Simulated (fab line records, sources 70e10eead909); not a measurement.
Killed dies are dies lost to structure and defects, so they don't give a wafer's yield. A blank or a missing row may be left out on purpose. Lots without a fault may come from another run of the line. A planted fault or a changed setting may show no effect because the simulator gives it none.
A struck lot beside a sound one | flow nand_harc | 13 steps out of a route of 1302
Sound: wafers L110.1, L110.2, L110.3. Struck: wafer L121.5. (L121.4 of the same lot was not struck and is left out.) The cause comes at the end.
At each step with rows: each side's tool, then ch and its chambers, then its first start. Under that, the readings that differ: sound wafers | struck wafers | difference of the means | sigmas: that difference in standard deviations of wafers without a fault.
alike: readings whose means differ by less than 2 such deviations, and words and numbers that are the same on both sides. not compared: withheld readings, readings that some wafer has no value for, bounds like >300 that may hide the same value, and numbers for which the record gives no deviation and whose values overlap.
The two part at a step that has a row with sigmas, a row that says differs or no value, or rows on one side only. Numbers that don't overlap but have no deviation are shown without sigmas and don't part them. A reading that every wafer of one side lacks parts them only if that side has two wafers or more.

NHARC_A_STAIRCASE_TRIM_191: chemistry O2, time 211.2 s.
  sound on rie_diel-13 ch 1,2,3; struck on rie_diel-03 ch 1
  alike: drypump_motor_current_A, o2_flow_sccm, oes_product_au, rf_vpp_V, showerhead_plenum_p_Torr, throttle_valve_pct
  not compared: rf_hours_counter_h
then, 1 step without rows for these wafers: NHARC_A_STAIRCASE_ETCH_192 (etches the open film in C4F8/O2, target depth 100 nm, time 40.5 s).
NHARC_A_STAIRCASE_TRIM_193: chemistry O2, time 211.2 s.
  sound on rie_diel-13 ch 1,2,3; struck on rie_diel-03 ch 3
  alike: drypump_motor_current_A, o2_flow_sccm, oes_product_au, rf_vpp_V, showerhead_plenum_p_Torr, throttle_valve_pct
  not compared: rf_hours_counter_h
then, 1 step without rows for these wafers: NHARC_A_STAIRCASE_ETCH_194 (etches the open film in C4F8/O2, target depth 100 nm, time 40.5 s).
NHARC_A_STAIRCASE_TRIM_196: chemistry O2, time 211.2 s.
  sound on rie_diel-13 ch 1,2,3, day 18 01:34; struck on rie_diel-13 ch 2, day 22 00:04
  alike: drypump_motor_current_A, o2_flow_sccm, oes_product_au, rf_vpp_V, showerhead_plenum_p_Torr, throttle_valve_pct
  not compared: rf_hours_counter_h
then, 1 step without rows for these wafers: NHARC_A_STAIRCASE_ETCH_197 (etches the open film in C4F8/O2, target depth 100 nm, time 40.5 s).
NHARC_A_STAIRCASE_TRIM_198: chemistry O2, time 211.2 s.
  sound on rie_diel-13 ch 0,1,3; struck on rie_diel-13 ch 1
  alike: drypump_motor_current_A, o2_flow_sccm, oes_product_au, rf_vpp_V, showerhead_plenum_p_Torr, throttle_valve_pct
  not compared: rf_hours_counter_h
then, 3 steps without rows for these wafers: NHARC_A_STAIRCASE_ETCH_199 (etches the open film in C4F8/O2, target depth 100 nm, time 40.5 s); NHARC_A_STAIRCASE_TRIM_200 (chemistry O2, time 211.2 s); NHARC_A_STAIRCASE_ETCH_201 (etches the open film in C4F8/O2, target depth 100 nm, time 40.5 s).
NHARC_A_STAIRCASE_TRIM_202: chemistry O2, time 211.2 s.
  sound on rie_diel-13 ch 1,2,3; struck on rie_diel-13 ch 3
  reading             | sound             | struck | difference | sigmas
  o2_flow_sccm (sccm) | 499.6 502.5 502.1 | 498.1  | -3.3       | -2
  alike: drypump_motor_current_A, oes_product_au, rf_vpp_V, showerhead_plenum_p_Torr, throttle_valve_pct
  not compared: rf_hours_counter_h
NHARC_A_STAIRCASE_ETCH_203: etches the open film in C4F8/O2, target depth 100 nm, time 40.5 s.
  sound on rie_diel-13 ch 1,2,3, day 18 06:28; struck on rie_diel-13 ch 3, day 22 01:06
  reading               | sound             | struck | difference | sigmas
  oes_product_au (a.u.) | 0.936 0.971 0.947 | 0.773  | -0.178     | -13
  alike: rf_vpp_V
  not compared: rf_hours_counter_h
-- the record jumps here: 8 days lie between the struck wafers' starts before and after (it left off in module A_STAIRCASE and takes up again in module END, whose first step shown is number 1302 of the route) --
NHARC_END_SORT_01:
  the record has rows for the struck wafers here (prober-02 ch 0, day 30 12:39) and none for the sound ones

WHERE THEY PART
First at NHARC_A_STAIRCASE_TRIM_202; last, within this record, at NHARC_END_SORT_01.

WHY: what the simulator had put in
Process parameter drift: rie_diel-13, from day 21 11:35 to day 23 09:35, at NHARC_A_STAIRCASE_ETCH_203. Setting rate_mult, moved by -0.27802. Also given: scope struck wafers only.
